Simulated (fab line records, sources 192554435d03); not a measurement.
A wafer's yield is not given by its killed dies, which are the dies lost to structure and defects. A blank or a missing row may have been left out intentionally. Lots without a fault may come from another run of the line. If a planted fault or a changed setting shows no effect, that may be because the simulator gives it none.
Matching of chambers || flow n5_finfet || uv_cure-02 running N5_BEOL_M8_CURE_74: 3 sister chambers
The step cures SiCOH lowk, time 240 s. 6 wafers are shown with their chamber, then 10 later ones without.

WAFERS WITH THEIR CHAMBER
{"wafer": "L078.2", "chamber": 2, "wafer_temp_C_max": 386.7, "lamp_power_pct (%)": 52.23}
{"wafer": "L078.5", "chamber": 2, "wafer_temp_C_max": 387.5, "lamp_power_pct (%)": 52.34}
{"wafer": "L083.5", "chamber": 0, "wafer_temp_C_max": 387.0, "lamp_power_pct (%)": 52.27}
{"wafer": "L083.6", "chamber": 0, "wafer_temp_C_max": 388.0, "lamp_power_pct (%)": 52.34}
{"wafer": "L084.2", "chamber": 1, "wafer_temp_C_max": 387.3, "lamp_power_pct (%)": 52.34}
{"wafer": "L084.5", "chamber": 1, "wafer_temp_C_max": 387.5, "lamp_power_pct (%)": 52.35}

WAFERS WITH NO CHAMBER GIVEN
{"wafer": "L084.6", "wafer_temp_C_max": 388.6, "lamp_power_pct (%)": 52.26}
{"wafer": "L088.1", "wafer_temp_C_max": 386.4, "lamp_power_pct (%)": 52.36}
{"wafer": "L088.2", "wafer_temp_C_max": 386.4, "lamp_power_pct (%)": 52.27}
{"wafer": "L088.4", "wafer_temp_C_max": 387.2, "lamp_power_pct (%)": 52.18}
{"wafer": "L090.3", "wafer_temp_C_max": 387.3, "lamp_power_pct (%)": 52.29}
{"wafer": "L090.5", "wafer_temp_C_max": 387.3, "lamp_power_pct (%)": 52.28}
{"wafer": "L090.6", "wafer_temp_C_max": 387.4, "lamp_power_pct (%)": 52.27}
{"wafer": "L094.1", "wafer_temp_C_max": 386.6, "lamp_power_pct (%)": 52.23}
{"wafer": "L094.4", "wafer_temp_C_max": 386.8, "lamp_power_pct (%)": 52.34}
{"wafer": "L094.5", "wafer_temp_C_max": 386.5, "lamp_power_pct (%)": 52.37}

WHICH CHAMBER EACH WENT THROUGH
{"wafer": "L084.6", "from the rows above": "can't be placed: 0 or 1 or 2", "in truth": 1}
{"wafer": "L088.1", "from the rows above": "can't be placed: 1 or 2 or 0", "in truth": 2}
{"wafer": "L088.2", "from the rows above": "can't be placed: 2 or 0 or 1", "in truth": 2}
{"wafer": "L088.4", "from the rows above": "can't be placed: 2 or 0 or 1", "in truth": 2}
{"wafer": "L090.3", "from the rows above": "can't be placed: 2 or 0 or 1", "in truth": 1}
{"wafer": "L090.5", "from the rows above": "can't be placed: 2 or 0 or 1", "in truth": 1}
{"wafer": "L090.6", "from the rows above": "can't be placed: 2 or 0 or 1", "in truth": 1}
{"wafer": "L094.1", "from the rows above": "can't be placed: 2 or 0 or 1", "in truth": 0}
{"wafer": "L094.4", "from the rows above": "can't be placed: 1 or 2 or 0", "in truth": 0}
{"wafer": "L094.5", "from the rows above": "can't be placed: 1 or 2 or 0", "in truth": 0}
Correct placement for 0 of the 10. Unplaceable from these rows: 10, with the true chamber sitting among the candidates in 10. Number placed wrongly: 0.
How it was worked out, from the rows above alone: a wafer's distance from a chamber is the root of the sum, over the readings, of the square of ((its reading less the chamber's mean) divided by the reading's scatter). If the next closest chamber is less than 2 further off than the closest, the wafer can't be placed; otherwise it belongs to the closest. A chamber's mean is the mean of its shown wafers. The scatter: take each reading less its chamber's mean, square it, sum over the shown wafers, divide by the number of wafers less the number of chambers, and take the root.
